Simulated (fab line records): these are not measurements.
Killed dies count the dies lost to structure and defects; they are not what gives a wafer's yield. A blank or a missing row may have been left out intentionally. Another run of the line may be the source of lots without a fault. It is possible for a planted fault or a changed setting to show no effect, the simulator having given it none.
Chamber matching    flow n5_finfet    N5_BEOL_M3_PRE_CLEAN_60 on cvd_co-02: 3 sister chambers
The step time 15 s. 6 wafers are shown with their chamber, then 10 later ones without.

== WAFERS PAIRED WITH THEIR CHAMBERS ==
wafer   chamber  heater_power_w (W)
L089.1  1        71
L089.6  2        87
L090.4  0        53
L090.6  1        72
L093.1  2        88
L093.3  0        52

== WAFERS WHOSE CHAMBER IS MISSING ==
wafer   heater_power_w (W)
L093.6  53
L091.2  51
L091.3  88
L091.6  87
L095.2  72
L095.3  86
L095.6  52
L094.1  53
L094.2  86
L094.5  86

== WHICH CHAMBER EACH WENT THROUGH ==
wafer   from the rows above  in truth
L093.6  0                    0
L091.2  0                    0
L091.3  2                    2
L091.6  2                    2
L095.2  1                    1
L095.3  2                    2
L095.6  0                    0
L094.1  0                    0
L094.2  2                    2
L094.5  2                    2
Correctly placed: 10 of 10. From these rows, 0 cannot be placed. 0 placed wrongly.
How it was worked out, from the rows above alone: a wafer's distance from a chamber is the root of the sum, over the readings, of the square of ((its reading less the chamber's mean) divided by the reading's scatter). If the next closest chamber is less than 2 further off than the closest, the wafer can't be placed; otherwise it belongs to the closest. Each chamber's mean is taken over the wafers shown for it. The scatter: take each reading less its chamber's mean, square it, sum over the shown wafers, divide by the number of wafers less the number of chambers, and take the root.
